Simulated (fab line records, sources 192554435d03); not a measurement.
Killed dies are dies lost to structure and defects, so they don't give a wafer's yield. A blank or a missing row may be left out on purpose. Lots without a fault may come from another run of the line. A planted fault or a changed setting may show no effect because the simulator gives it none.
fab line records | flow n5_finfet
record lots=10 wafers=29 last_day=18
route steps=1938 shown BEOL_M4@1111 BEOL_M8@1332 PASSIVATION@1936
lots that met no fault: from a run of the same line without faults
start_h: hours from the record's first day to the start of the lot's first wafer shown | wait_h: hours since the lot's step before | " the same as in the row above | L1.1+2: a row that stands for several wafers | - no value, or no start given | * or withheld: withheld | < > ~ a bound
route shown NAME@n: a module of which the file shows steps, and the number in the route of the first | usual: mean/standard deviation of fault-free wafers | same: alike in all rows | chamber/n: place in a boat | sites: the reading at each site | _std_site: their standard deviation | _edge_site: outer sites' mean less inner sites' | radius_mm: how far each site lies from the wafer's centre | mask NAME#n: copy n | behind: the tool/chamber that last shaped the wafer | hold: why the lot was held/for how many hours/how that ended | device: the transistor (n, p or np) that didn't switch | end of line: the same wafers' tests at the end of the route | a step without rows: its recipe alone | killed: dies lost to structure and defects at the first sort, not the wafer's yield | map: a wafer's dies, x killed, . not, _ none there
set.NAME: the setting as run; set.NAME@STEP: as run at that earlier step | model.NAME: the simulator's own value behind a step, which no gauge read
steps of the route over a sample of lots; a table a step, a row a wafer
services: from which hour (start_h, from the record's first day; less than 0 if before it) a tool's chamber was out of use, for how many hours, and why
## steps
# step N5_BEOL_M4_RC_MEAS_101
# usual DIBL_N=36.9/1.7 DIBL_P=37.3/2.3 IOFF_N=0.16/0.033 IOFF_P=0.22/0.04 ION_N=673/12 ION_P=463/8 SS_N=71.6/0.58 SS_P=73.4/0.74 VT_N=250/3.2 VT_P=-250/3.4
# columns lot.wafer tool chamber start_h wait_h DIBL_N[mV/V] DIBL_P[mV/V] IOFF_N[nA/um] IOFF_P[nA/um] ION_N[uA/um] ION_P[uA/um] SS_N[mV/dec] SS_P[mV/dec] VT_N[mV] VT_P[mV]
L986.2 prober-02 0 181.31 0.2 35.8 38.3 0.15 0.19 669 455 71.9 74.0 251 -256
L986.4 " 0 " " 36.7 38.5 0.16 0.20 675 463 71.5 73.6 249 -255
L986.6 " 0 " " 36.7 39.2 0.16 0.21 667 458 71.4 74.5 250 -254
L989.1 prober-01 0 194.08 0.0 38.5 38.0 0.19 0.23 677 456 72.2 73.7 247 -252
L989.2 " 0 " " 35.9 34.2 0.13 0.18 656 452 71.5 72.1 252 -255
L989.5 " 0 " " 35.7 33.9 0.14 0.17 658 446 71.7 72.0 253 -257
L995.2 prober-02 0 225.60 0.2 38.0 39.0 0.20 0.30 690 487 71.6 73.9 245 -242
L995.3 " 0 " " 37.7 38.5 0.17 0.29 669 474 71.6 74.0 251 -245
L995.6 " 0 " " 37.2 37.2 0.16 0.25 673 471 71.3 72.9 251 -245
L998.1 prober-01 0 254.55 0.0 38.1 38.6 0.20 0.26 680 467 71.4 74.6 246 -248
L998.2 " 0 " " 38.3 38.1 0.19 0.25 689 469 71.6 73.7 245 -248
L998.5 " 0 " " 38.3 37.8 0.18 0.24 686 465 72.5 73.2 245 -248
L999.1 prober-02 0 254.92 0.0 38.1 37.7 0.17 0.26 676 469 71.7 73.6 250 -247
L999.5 " 0 " " 38.0 36.8 0.17 0.22 674 462 71.7 73.1 248 -252
L999.6 " 0 " " 36.9 36.9 0.17 0.24 699 477 71.6 73.4 249 -249
L997.2 prober-01 0 256.41 0.2 36.9 36.1 0.15 0.25 664 464 70.8 72.6 251 -243
L997.3 " 0 " " 37.1 36.9 0.15 0.26 666 464 71.7 73.8 252 -248
L997.6 " 0 " " 37.4 37.8 0.17 0.28 686 474 71.7 72.7 249 -243
L104.5 prober-01 0 291.42 0.6 38.5 37.8 0.17 0.23 697 476 71.4 73.7 248 -249
L104.6 " 0 " " 38.1 37.8 0.17 0.23 670 462 71.7 72.7 251 -250
L107.3 prober-02 0 307.75 0.3 38.6 39.3 0.18 0.24 673 459 71.7 73.9 252 -252
L107.4 " 0 " " 39.3 39.4 0.18 0.23 669 459 72.6 74.4 251 -253
L107.5 " 0 " " 37.7 38.0 0.14 0.21 661 453 72.0 73.8 255 -255
L106.3 prober-01 0 308.31 0.3 34.2 36.0 0.12 0.19 669 467 71.6 72.4 256 -254
L106.5 " 0 " " 39.0 41.1 0.20 0.27 677 465 72.0 73.9 246 -248
L106.6 " 0 " " 36.4 37.0 0.14 0.21 667 464 71.3 73.9 254 -248
L108.2 prober-02 0 311.07 0.2 36.1 35.9 0.13 0.19 649 447 71.3 72.5 254 -250
L108.4 " 0 " " 38.0 37.9 0.15 0.22 676 464 71.4 73.6 252 -249
L108.5 " 0 " " 37.1 36.7 0.14 0.20 662 456 70.7 73.4 252 -253
# step N5_BEOL_M8_ILD_DEP_00
# recipe material=SiCOH_lowk target_thk_a=1797.5 temp_c=300 precursor=DEMS/porogen pressure_torr=5 rf_w=500 time_s=33.4
# usual heater_power_outer_w=176/47 heater_power_w=357/75 rf_fwd_power_W=495.2/2.1 showerhead_plenum_p_Torr=5.733/0.011 showerhead_vpp_V=1387/64 throttle_valve_pct=13.7/0.55
# columns lot.wafer tool chamber start_h wait_h heater_power_outer_w heater_power_w rf_fwd_power_W showerhead_plenum_p_Torr showerhead_vpp_V throttle_valve_pct
L986.2 pecvd-03 0 212.99 0.0 196 346 496.2 5.720 1476 14.8
L986.4 " 1 " " 251 443 490.5 5.727 1437 13.5
L986.6 " 0 " " 141 275 495.1 5.729 1452 14.7
L989.1 pecvd-03 0 218.24 0.0 176 325 496.2 5.726 1457 14.4
L989.2 " 1 " " 205 379 493.6 5.743 1425 13.7
L989.5 " 1 " " 204 391 494.4 5.735 1443 13.7
L995.2 pecvd-04 0 254.71 0.0 141 308 494.3 5.725 1408 13.8
L995.3 " 1 " " 99 228 494.6 5.743 1305 13.9
L995.6 " 0 " " 143 311 496.5 5.739 1377 13.8
L999.1 pecvd-03 2 289.38 0.0 173 358 496.1 5.738 1320 13.2
L999.5 " 0 " " 192 338 493.4 5.724 1415 14.6
L999.6 " 1 " " 265 477 491.8 5.743 1431 13.5
L998.1 pecvd-03 0 290.22 0.0 154 286 495.8 5.720 1455 14.4
L998.2 " 1 " " 258 471 490.9 5.743 1460 13.4
L998.5 " 0 " " 156 297 499.0 5.736 1449 14.7
L997.2 pecvd-04 2 290.52 0.0 178 362 496.6 5.724 1282 13.1
L997.3 " 1 " " 82 207 491.5 5.741 1304 13.8
L997.6 " 1 " " 85 213 493.0 5.720 1290 13.6
L104.5 pecvd-01 0 320.62 0.1 176 372 499.3 5.758 1398 14.3
L104.6 " 2 " " 215 438 497.0 5.733 1433 13.2
L106.3 pecvd-03 0 335.02 0.0 148 282 496.6 5.722 1460 14.4
L106.5 " 0 " " 153 290 496.4 5.719 1452 14.9
L106.6 " 2 " " 161 348 495.8 5.747 1337 13.0
L108.2 pecvd-04 0 338.82 0.0 120 267 493.1 5.748 1395 13.8
L108.4 " 2 " " 153 328 492.5 5.717 1286 13.4
L108.5 " 1 " " 72 194 494.2 5.736 1281 13.7
L107.3 pecvd-03 1 340.93 0.0 250 443 493.5 5.744 1459 13.8
L107.4 " 2 " " 207 391 496.6 5.725 1341 13.3
L107.5 " 1 " " 249 446 492.0 5.743 1431 13.6
# step N5_BEOL_M8_STRIP_80
# recipe chemistry=N2/H2 time_s=10 power_w=450 temp_c=40 pressure_mtorr=20 rf_frequency_hz=6e+07 bias_power_w=7 n2_flow_sccm=200 h2_flow_sccm=200
# usual bias_power_w=6.997/0.019 chamber_pressure_mTorr=20.000/0.019 drypump_motor_current_A=5.9/0.33 oes_product_au=0.83/0.067 rf_vpp_V=59.2/0.85 showerhead_plenum_p_Torr=2.57/0.06 throttle_valve_pct=23.55/0.27
# columns lot.wafer tool chamber start_h wait_h bias_power_w chamber_pressure_mTorr drypump_motor_current_A oes_product_au rf_hours_counter_h rf_vpp_V showerhead_plenum_p_Torr throttle_valve_pct
L986.2 rie_diel-02 1 219.31 - 6.999 19.980 5.5 0.72 222 58.8 2.59 23.51
L986.4 " 3 " " 6.989 20.008 5.5 0.86 34 58.5 2.60 23.47
L986.6 " 1 " " 6.994 20.037 5.5 0.71 - 59.1 2.59 23.50
L989.1 rie_diel-02 2 221.54 - 6.984 20.014 6.2 0.87 60 60.9 2.57 23.12
L989.2 " 3 " " 6.993 19.998 5.5 0.86 35 60.0 2.60 23.50
L989.5 " 3 " " 7.019 19.992 5.5 0.87 - 58.2 2.60 23.46
L995.2 rie_diel-02 0 257.81 - 7.003 19.994 6.0 0.82 86 59.5 2.56 23.46
L995.3 " 3 " " 6.995 20.001 5.5 0.83 48 58.4 2.59 23.50
L995.6 " 2 " " 6.947 20.005 6.2 0.85 - 60.1 2.56 23.15
L999.1 rie_diel-01 2 294.92 - - - - - - - - -
L999.5 " 1 " " - - - - - - - -
L999.6 " 0 " " - - - - - - - -
L997.2 rie_diel-06 1 294.97 - - - - - - - - -
L997.3 " 2 " " - - - - - - - -
L997.6 " 3 " " - - - - - - - -
L998.1 rie_diel-02 3 295.06 - - - - - - - - -
L998.2 " 2 " " - - - - - - - -
L998.5 " 2 " " - - - - - - - -
L104.5 rie_diel-06 2 324.71 - 7.021 20.065 5.7 0.80 - 57.2 2.46 23.90
L104.6 " 1 " " 6.975 19.972 6.6 0.85 - 58.7 2.57 23.77
L106.3 rie_diel-01 2 340.14 - 7.038 20.004 5.9 0.93 21 58.8 2.58 23.30
L106.5 " 2 " " 7.050 19.997 5.9 0.93 - 59.6 2.58 23.32
L106.6 " 3 " " 7.012 19.981 5.3 0.82 - 60.1 2.65 23.81
L108.2 rie_diel-02 2 341.64 - 6.985 19.993 6.2 0.83 103 58.5 2.55 23.19
L108.4 " 0 " " 6.978 19.982 6.0 0.79 117 58.4 2.55 23.50
L108.5 " 1 " " 7.003 19.991 5.5 0.95 - 59.9 2.57 23.41
L107.3 rie_diel-02 3 346.87 - 6.963 19.994 5.5 0.80 79 58.0 2.58 23.54
L107.4 " 2 " " 6.990 20.002 6.2 0.82 105 60.4 2.55 23.18
L107.5 " 3 " " 7.020 20.028 5.5 0.80 - 58.9 2.58 23.54
# step N5_BEOL_M8_OCD_MEAS_38
# usual trench_depth_nm=93.5/1.5
# columns lot.wafer tool chamber start_h wait_h trench_depth_nm
L986.2 ocd-01 - 219.40 - 92.3
L986.4 " - " " 93.6
L986.6 " - " " 92.8
L989.1 ocd-02 - 221.62 - 95.0
L989.2 " - " " 93.7
L989.5 " - " " 93.9
L995.2 ocd-02 - 257.89 - 93.3
L995.3 " - " " 91.9
L995.6 " - " " 94.1
L999.1 ocd-01 - 295.00 - 94.8
L999.5 " - " " 91.4
L999.6 " - " " 94.5
L997.2 ocd-02 - 295.05 - 93.9
L997.3 " - " " 94.3
L997.6 " - " " 90.6
L998.1 ocd-02 - 295.14 - 90.3
L998.2 " - " " 94.0
L998.5 " - " " 93.8
L104.5 ocd-01 - 324.77 - 94.6
L104.6 " - " " 93.7
L106.3 ocd-01 - 340.22 - 94.1
L106.5 " - " " 95.2
L106.6 " - " " 96.1
L108.2 ocd-02 - 341.72 - 95.0
L108.4 " - " " 91.7
L108.5 " - " " 93.2
L107.3 ocd-01 - 346.95 - 92.5
L107.4 " - " " 93.6
L107.5 " - " " 92.7
# step N5_BEOL_M8_CURE_75
# recipe temp_c=370 time_s=120 ambient=DMADMS/He material=SiCOH_lowk
# usual lamp_power_pct=52.31/0.056 wafer_temp_C_max=371.7/0.42
# columns lot.wafer tool chamber start_h wait_h lamp_power_pct wafer_temp_C_max
L986.2 uv_cure-03 0 219.78 0.2 52.34 372.0
L986.4 " 0 " " 52.34 371.5
L986.6 " 0 " " 52.32 371.9
L989.1 uv_cure-03 1 221.81 0.0 52.35 371.8
L989.2 " 1 " " 52.28 371.8
L989.5 " 1 " " 52.30 372.7
L995.2 uv_cure-01 0 258.14 0.1 52.35 371.9
L995.3 " 0 " " 52.30 371.4
L995.6 " 0 " " 52.31 371.7
L999.1 uv_cure-02 2 295.20 0.0 52.31 371.3
L999.5 " 2 " " 52.23 371.6
L999.6 " 2 " " 52.40 371.3
L997.2 uv_cure-01 1 295.29 0.1 52.23 370.9
L997.3 " 1 " " 52.35 371.3
L997.6 " 1 " " 52.25 371.0
L998.1 uv_cure-02 0 295.50 0.2 52.35 372.1
L998.2 " 0 " " 52.37 371.3
L998.5 " 0 " " 52.26 371.8
L104.5 uv_cure-01 0 325.36 0.4 52.38 371.3
L104.6 " 0 " " 52.30 371.8
L106.3 uv_cure-01 2 340.51 0.1 52.28 371.0
L106.5 " 2 " " 52.32 371.5
L106.6 " 2 " " 52.27 371.6
L108.2 uv_cure-01 2 341.97 0.1 52.31 371.3
L108.4 " 2 " " 52.25 371.6
L108.5 " 2 " " 52.34 371.5
L107.3 uv_cure-03 1 347.24 0.1 52.34 372.1
L107.4 " 1 " " 52.37 372.0
L107.5 " 1 " " 52.37 372.1
# step N5_PASSIVATION_PROBE_49
# usual defect_limited_yield=91.2/1.3 killed_at_M0_to_M3=34/10 killed_at_M4_up=13/4.6 killed_at_contacts=13/5.5 killed_at_front_end=41/12 killed_at_other=2.8/2.4 killed_dies=104/16 killed_open=67/12 killed_short=33/7.2 sort_bin_5_function=5.1/0.86 sort_bin_6_memory=3.3/0.62 sort_bin_8_speed=0.00/0.014 sort_n_pass=1076/16
# same gross_dies=1180 killed_at_back_side=0 sort_bin_4_leakage[%]=0
# columns lot.wafer tool chamber start_h wait_h defect_limited_yield[%] killed_at_M0_to_M3 killed_at_M4_up killed_at_contacts killed_at_front_end killed_at_other killed_dies killed_open killed_short sort_bin_5_function[%] sort_bin_6_memory[%] sort_bin_8_speed[%] sort_n_pass
L999.1 prober-02 - 358.99 0.0 86.1 38 71 11 44 0 164 113 47 7.4 5.8 0 1016
L999.5 prober-02 - 359.19 0.2 87.5 30 59 5 54 0 148 107 39 7.6 4.5 0 1032
L999.6 prober-02 - 359.24 0.3 86.9 24 59 16 54 1 154 107 38 7.8 4.2 0 1026
L997.2 prober-02 - 364.58 0.1 87.5 38 46 6 55 2 147 94 51 8.1 3.9 0 1033
L997.3 prober-02 - 364.63 0.1 85.6 64 52 14 36 4 170 111 55 8.6 4.9 0 1010
L997.6 prober-02 - 364.78 0.3 86.3 36 61 19 44 2 162 114 44 8.4 4.8 0 1018
L998.1 prober-01 - 376.01 0.0 88.6 27 60 13 33 1 134 93 37 6.1 4.6 0 1046
L998.2 prober-01 - 376.06 0.1 91.3 15 44 5 35 4 103 74 22 4.9 3.5 0.17 1077
L998.5 prober-01 - 376.21 0.2 89.3 21 48 8 45 4 126 86 35 6.0 4.4 0 1054
L108.2 prober-02 - 407.18 0.1 90.9 49 14 4 34 6 107 71 33 5.3 3.6 0 1073
L108.4 prober-02 - 407.28 0.2 89.9 53 19 3 37 7 119 58 50 6.2 2.8 0 1061
L108.5 prober-02 - 407.33 0.2 94.6 37 3 2 21 1 64 35 29 2.6 2.5 0 1116
# killed by level:class
L999.1 BEOL_M8:geometric_particle:open=49 BEOL_M8:geometric_particle:short=10 STI_FIN_REVEAL:geometric_particle:open=9 BEOL_M1:geometric_particle:open=8 BEOL_M0_SAQP:geometric_particle:open=7 FIN_SAQP:geometric_particle:open=6 MOL_CONTACT_COAG:geometric_particle:short=6 BEOL_M2:geometric_particle:open=6
L999.5 BEOL_M8:geometric_particle:open=34 STI_FIN_REVEAL:geometric_particle:open=12 BEOL_M0_SAQP:geometric_particle:short=10 GATE_CUT:geometric_particle:short=10 BEOL_M0_SAQP:geometric_particle:open=9 GATE_CUT:geometric_particle:open=8 BEOL_M4:geometric_particle:open=7 BEOL_M8:geometric_particle:short=7
L999.6 BEOL_M8:geometric_particle:open=40 MOL_CONTACT_COAG:geometric_particle:open=12 GATE_CUT:geometric_particle:short=11 BEOL_M4:geometric_particle:open=10 STI_FIN_REVEAL:geometric_particle:open=9 FIN_SAQP:geometric_particle:open=8 BEOL_M3:geometric_particle:open=7 BEOL_M8:geometric_particle:short=7
L997.2 BEOL_M8:geometric_particle:open=25 STI_FIN_REVEAL:geometric_particle:open=13 BEOL_M8:geometric_particle:short=12 GATE_CUT:geometric_particle:short=9 BEOL_M2:geometric_particle:open=9 FIN_SAQP:geometric_particle:short=8 BEOL_M3:geometric_particle:open=8 BEOL_M0_SAQP:geometric_particle:open=7
L997.3 BEOL_M8:geometric_particle:open=38 BEOL_M0_SAQP:geometric_particle:short=16 MOL_CONTACT_COAG:geometric_particle:open=14 BEOL_M3:geometric_particle:open=14 BEOL_M1:geometric_particle:open=12 BEOL_M0_SAQP:geometric_particle:open=11 GATE_CUT:geometric_particle:short=10 BEOL_M8:geometric_particle:short=10
L997.6 BEOL_M8:geometric_particle:open=42 MOL_CONTACT_COAG:geometric_particle:open=19 BEOL_M3:geometric_particle:open=12 BEOL_M0_SAQP:geometric_particle:short=9 BEOL_M8:geometric_particle:short=9 STI_FIN_REVEAL:geometric_particle:open=7 GATE_CUT:geometric_particle:open=7 GATE_CUT:geometric_particle:short=7
L998.1 BEOL_M8:geometric_particle:open=40 FIN_SAQP:geometric_particle:open=17 MOL_CONTACT_COAG:geometric_particle:open=9 BEOL_M0_SAQP:geometric_particle:short=7 BEOL_M0_SAQP:geometric_particle:open=7 BEOL_M8:geometric_particle:short=6 FIN_SAQP:geometric_particle:short=4 GATE_CUT:geometric_particle:short=4
L998.2 BEOL_M8:geometric_particle:open=29 FIN_SAQP:geometric_particle:open=13 FIN_SAQP:geometric_particle:short=7 BEOL_M8:geometric_particle:short=6 STARTING-WAFER:geometric_particle:open=6 MOL_CONTACT_COAG:geometric_particle:open=5 BEOL_M2:geometric_particle:open=3 STARTING-WAFER:geometric_particle:short=3
L998.5 BEOL_M8:geometric_particle:open=29 FIN_SAQP:geometric_particle:open=16 FIN_SAQP:geometric_particle:short=9 BEOL_M8:geometric_particle:short=9 MOL_CONTACT_COAG:geometric_particle:open=7 BEOL_M2:geometric_particle:open=5 BEOL_M3:geometric_particle:open=4 FIN_CUT:geometric_particle:open=3
L108.2 BEOL_M2:geometric_particle:open=11 BEOL_M3:geometric_particle:open=9 STI_FIN_REVEAL:geometric_particle:open=7 BEOL_M0_SAQP:geometric_particle:open=7 BEOL_M1:geometric_particle:open=6 FIN_SAQP:geometric_particle:short=5 MOL_CONTACT_COAG:geometric_particle:open=4 BEOL_M0_SAQP:geometric_particle:short=4
L108.4 BEOL_M0_SAQP:geometric_particle:short=19 FIN_SAQP:geometric_particle:short=11 BEOL_M0_SAQP:geometric_particle:open=11 BEOL_M4:geometric_particle:open=9 STI_FIN_REVEAL:geometric_particle:open=6 BEOL_M3:geometric_particle:open=5 HKMG_FIN:area_etch=5 BEOL_M1:geometric_particle:open=4
L108.5 BEOL_M0_SAQP:geometric_particle:short=12 BEOL_M0_SAQP:geometric_particle:open=9 BEOL_M2:geometric_particle:open=7 FIN_SAQP:geometric_particle:short=4 BEOL_M2:geometric_particle:short=4 FIN_SAQP:geometric_particle:open=3 STARTING-WAFER:geometric_particle:short=3 STARTING-WAFER:geometric_particle:open=3
## services
# columns tool chamber start_h hours kind
rie_diel-01 - 189.34 0.3 repair
uv_cure-01 - 191.04 1.0 pm
pecvd-03 - 195.49 2.4 repair
pecvd-04 2 202.38 - clean
pecvd-04 2 202.38 - consumable_replace:showerhead
pecvd-04 2 202.38 29.0 scheduled_down
pecvd-04 2 202.38 29.0 vent_cycle
uv_cure-02 - 208.82 53.7 repair
rie_diel-01 2 218.92 9.9 repair
rie_diel-02 0 219.88 3.8 repair
pecvd-03 0 221.79 5.5 scheduled_down
rie_diel-01 2 254.45 7.3 repair
uv_cure-02 - 262.56 5.0 pm
pecvd-01 - 266.59 2.8 pm
uv_cure-03 - 289.73 2.1 pm
rie_diel-02 1 302.20 - clean
rie_diel-02 1 302.20 - consumable_replace:focus_ring
rie_diel-02 1 302.20 17.0 scheduled_down
rie_diel-02 1 302.20 17.0 vent_cycle
uv_cure-01 - 304.10 7.5 pm
rie_diel-01 2 315.73 7.1 repair
uv_cure-02 - 322.80 7.5 pm
uv_cure-02 - 333.77 3.1 repair
pecvd-03 0 344.56 12.3 repair
## key
first_sign step=N5_BEOL_M8_STRIP_80 reading=tool_record direction=missing
effect step=N5_PASSIVATION_PROBE_49 reading=killed_at_M4_up direction=up sigmas=9.2 usual=13 struck=56
more_kills_born_at N5_BEOL_M8_STRIP_80@rie_diel-01=145 N5_BEOL_M8_STRIP_80@rie_diel-06=134 N5_BEOL_M8_STRIP_80@rie_diel-02=115
met_at N5_BEOL_M8_STRIP_80
struck_lots L997,L998,L999
not_acting_at N5_BEOL_M8_ILD_DEP_00,N5_BEOL_M8_OCD_MEAS_38,N5_BEOL_M8_CURE_75
onset_between 257.81 294.92
fault kind=skipped_step_whole tool=rie_diel-01,rie_diel-02,rie_diel-06 chamber=- onset_h=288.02 steps=N5_BEOL_M8_STRIP_80 scope=struck_lots_only
